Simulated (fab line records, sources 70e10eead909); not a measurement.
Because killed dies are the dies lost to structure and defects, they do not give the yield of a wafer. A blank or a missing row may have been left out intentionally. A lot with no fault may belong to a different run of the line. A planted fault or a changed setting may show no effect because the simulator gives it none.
Matching of chambers / flow nandHarc / NHARC_A_STAIRCASE_ETCHBACK_422 on rieDiel-11: 4 sister chambers
The step etches the open film in CH3F/O2, target depth 40 nm, time 74.286 s. 14 wafers are shown with their chamber, then 7 later ones without.

## WAFERS PAIRED WITH THEIR CHAMBERS
wafer=L080.1; chamber=2; showerheadPlenumPTorr (Torr)=2.57; drypumpMotorCurrentA (A)=4.8; rfVppV (V)=244.9
wafer=L080.5; chamber=2; showerheadPlenumPTorr (Torr)=2.57; drypumpMotorCurrentA (A)=4.8; rfVppV (V)=243.6
wafer=L080.6; chamber=3; showerheadPlenumPTorr (Torr)=2.61; drypumpMotorCurrentA (A)=6.0; rfVppV (V)=246.9
wafer=L087.2; chamber=1; showerheadPlenumPTorr (Torr)=2.32; drypumpMotorCurrentA (A)=6.4; rfVppV (V)=242.2
wafer=L087.3; chamber=0; showerheadPlenumPTorr (Torr)=2.66; drypumpMotorCurrentA (A)=5.1; rfVppV (V)=246.8
wafer=L087.5; chamber=0; showerheadPlenumPTorr (Torr)=2.66; drypumpMotorCurrentA (A)=5.0; rfVppV (V)=248.2
wafer=L086.1; chamber=2; showerheadPlenumPTorr (Torr)=2.56; drypumpMotorCurrentA (A)=4.8; rfVppV (V)=246.0
wafer=L086.3; chamber=0; showerheadPlenumPTorr (Torr)=2.66; drypumpMotorCurrentA (A)=5.1; rfVppV (V)=247.0
wafer=L086.5; chamber=2; showerheadPlenumPTorr (Torr)=2.56; drypumpMotorCurrentA (A)=4.8; rfVppV (V)=246.3
wafer=L084.2; chamber=1; showerheadPlenumPTorr (Torr)=2.32; drypumpMotorCurrentA (A)=6.4; rfVppV (V)=241.4
wafer=L084.3; chamber=0; showerheadPlenumPTorr (Torr)=2.66; drypumpMotorCurrentA (A)=5.1; rfVppV (V)=247.1
wafer=L084.4; chamber=3; showerheadPlenumPTorr (Torr)=2.61; drypumpMotorCurrentA (A)=5.9; rfVppV (V)=247.1
wafer=L090.1; chamber=0; showerheadPlenumPTorr (Torr)=2.66; drypumpMotorCurrentA (A)=5.1; rfVppV (V)=246.6
wafer=L090.2; chamber=1; showerheadPlenumPTorr (Torr)=2.32; drypumpMotorCurrentA (A)=6.4; rfVppV (V)=243.1

SIGNATURES, as means of the wafers listed above
reading=showerheadPlenumPTorr; chamber 0=2.6600; chamber 1=2.3200; chamber 2=2.5650; chamber 3=2.6100; scatter within a chamber=0.00316
reading=drypumpMotorCurrentA; chamber 0=5.080; chamber 1=6.400; chamber 2=4.800; chamber 3=5.950; scatter within a chamber=0.0361
reading=rfVppV; chamber 0=247.140; chamber 1=242.233; chamber 2=245.200; chamber 3=247.000; scatter within a chamber=0.867
Rule: a wafer lies at a distance from a chamber equal to the root of the sum of squares, over the readings, of (its reading less the chamber's mean, divided by the reading's scatter). If the next closest chamber is less than 2 further off than the closest, the wafer can't be placed; otherwise it belongs to the closest. The scatter: the root of (the sum of the squares of (reading less its chamber's mean) over the shown wafers, divided by (wafers less chambers)).

## WAFERS WHOSE CHAMBER IS MISSING
wafer=L090.3; showerheadPlenumPTorr (Torr)=2.56; drypumpMotorCurrentA (A)=4.8; rfVppV (V)=247.0
wafer=L091.4; showerheadPlenumPTorr (Torr)=2.60; drypumpMotorCurrentA (A)=5.9; rfVppV (V)=245.4
wafer=L091.5; showerheadPlenumPTorr (Torr)=2.60; drypumpMotorCurrentA (A)=5.9; rfVppV (V)=245.8
wafer=L091.6; showerheadPlenumPTorr (Torr)=2.56; drypumpMotorCurrentA (A)=4.8; rfVppV (V)=245.8
wafer=L092.1; showerheadPlenumPTorr (Torr)=2.32; drypumpMotorCurrentA (A)=6.4; rfVppV (V)=241.3
wafer=L092.2; showerheadPlenumPTorr (Torr)=2.56; drypumpMotorCurrentA (A)=4.8; rfVppV (V)=245.2
wafer=L092.6; showerheadPlenumPTorr (Torr)=2.32; drypumpMotorCurrentA (A)=6.4; rfVppV (V)=241.5

## WHICH CHAMBER EACH WENT THROUGH
wafer=L090.3; from the rows above=2; in truth=2
wafer=L091.4; from the rows above=3; in truth=3
wafer=L091.5; from the rows above=3; in truth=3
wafer=L091.6; from the rows above=2; in truth=2
wafer=L092.1; from the rows above=1; in truth=1
wafer=L092.2; from the rows above=2; in truth=2
wafer=L092.6; from the rows above=1; in truth=1
Correct placement for 7 of the 7. Can't be placed from these rows: 0. Wrongly placed: 0.
